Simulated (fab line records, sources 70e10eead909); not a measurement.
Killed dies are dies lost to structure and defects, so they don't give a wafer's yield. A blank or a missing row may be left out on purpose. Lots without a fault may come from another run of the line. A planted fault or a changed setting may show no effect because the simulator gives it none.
Which tool did it? | flow nand_harc | 13 lots, 39 wafers sampled, at 1 step of a route of 1302

WHAT THE GAUGES READ, wafer by wafer
NHARC_A_CHANNEL_FILL_D2_INSPECT_13.
lot  | measured     | on                | raw_defect_count
L376 | day 15 12:43 | defect_inspect-02 | 259 363 412
L377 | day 15 12:45 | defect_inspect-01 | 353 292 299
L380 | day 16 23:14 | defect_inspect-02 | 402 335 372
L379 | day 17 05:29 | defect_inspect-01 | 456 312 435
L382 | day 17 20:32 | defect_inspect-01 | 324 440 534
L389 | day 21 20:30 | defect_inspect-02 | 535 561 534
L391 | day 21 23:50 | defect_inspect-01 | 437 514 554
L390 | day 21 23:53 | defect_inspect-02 | 411 401 426
L392 | day 22 16:14 | defect_inspect-01 | 320 385 478
L393 | day 22 16:14 | defect_inspect-02 | 336 223 301
L394 | day 23 07:41 | defect_inspect-02 | 378 309 636
L395 | day 23 11:50 | defect_inspect-01 | 309 312 376
L397 | day 24 18:31 | defect_inspect-01 | 269 586 263

WHICH TOOL RAN EACH LOT (tool, then ch and the chambers of the sampled wafers, then the start)
The record holds no process step before these readings.

WHAT THE TOOLS THEMSELVES READ (means of the sampled wafers that have a number; where no wafer has one, the mark that the record gives instead)
The record holds no such reading with a usual standard deviation.

THE ANSWER, worked out from the rows above alone
Rule: what is usual is taken from the lots themselves. Put in order of their means at a reading, lots are off if they are a third of the lots or fewer, leave a main group of 4 or more, and stand apart from it by a gap of 3 or more times the standard deviation of the main group's means; of several such gaps the widest counts. A main group whose means are all the same, to the digits that the tables above print for the reading, isn't used. A lot without any number at a reading at which 4 lots or more have one is off too. The other lots that the step has rows for count as sound. The gauges are gone through in route order, then the tools' own readings, and for those a lot's mean is taken as printed above. The first step at which some lot is off is used, and at that step the reading that is off furthest; a lot without a number counts as furthest.
No lot is off at any reading shown: from this, nothing can be told.

WHAT THE SIMULATOR HAD PUT IN
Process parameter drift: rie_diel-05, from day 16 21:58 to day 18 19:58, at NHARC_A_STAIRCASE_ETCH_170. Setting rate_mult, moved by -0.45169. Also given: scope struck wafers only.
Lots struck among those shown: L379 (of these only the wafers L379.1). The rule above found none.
